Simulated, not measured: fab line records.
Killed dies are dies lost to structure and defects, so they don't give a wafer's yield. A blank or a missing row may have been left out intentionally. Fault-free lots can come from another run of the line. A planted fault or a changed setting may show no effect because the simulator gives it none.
Matching of chambers	flow n5Finfet	N5_BEOL_M6_CMP_52 on cmp-04 has 4 sister chambers
The step polishes, stops on SiCOH lowk, t overpolish 6.9 s, target thk 80 nm. 4 wafers are shown with their chamber, then 8 later ones without.

== WAFERS WITH THEIR CHAMBER ==
wafer	chamber	motorCurrentA (A)
L081.3	2	5.8
L087.3	1	6.7
L087.6	0	5.9
L086.3	3	5.4

== WAFERS WITHOUT THEIR CHAMBER ==
wafer	motorCurrentA (A)
L086.4	6.2
L086.5	6.0
L090.1	6.2
L090.2	5.8
L090.6	5.9
L089.2	6.3
L089.3	6.1
L089.6	6.1

== CHAMBER TAKEN BY EACH ==
wafer	from the rows above	in truth
L086.4	can't be placed: 0 or 2 or 1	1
L086.5	can't be placed: 0 or 2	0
L090.1	can't be placed: 0 or 2 or 1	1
L090.2	can't be placed: 2 or 0 or 3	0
L090.6	can't be placed: 0 or 2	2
L089.2	can't be placed: 0 or 1 or 2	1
L089.3	can't be placed: 0 or 2 or 1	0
L089.6	can't be placed: 0 or 2 or 1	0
Correctly placed: 0 of 8. From these rows, 8 cannot be placed; in 8 the true chamber is one of the candidates. 0 placed wrongly.
How it was worked out, from the rows above alone: a wafer's distance from a chamber is the root of the sum, over the readings, of the square of ((its reading less the chamber's mean) divided by the reading's scatter). If the next closest chamber is less than 2 further off than the closest, the wafer can't be placed; otherwise it belongs to the closest. The mean given for a chamber averages the wafers shown for that chamber. The scatter: root of mean squared gap, hidden wafer to nearest shown wafer, with one shown wafer a chamber.
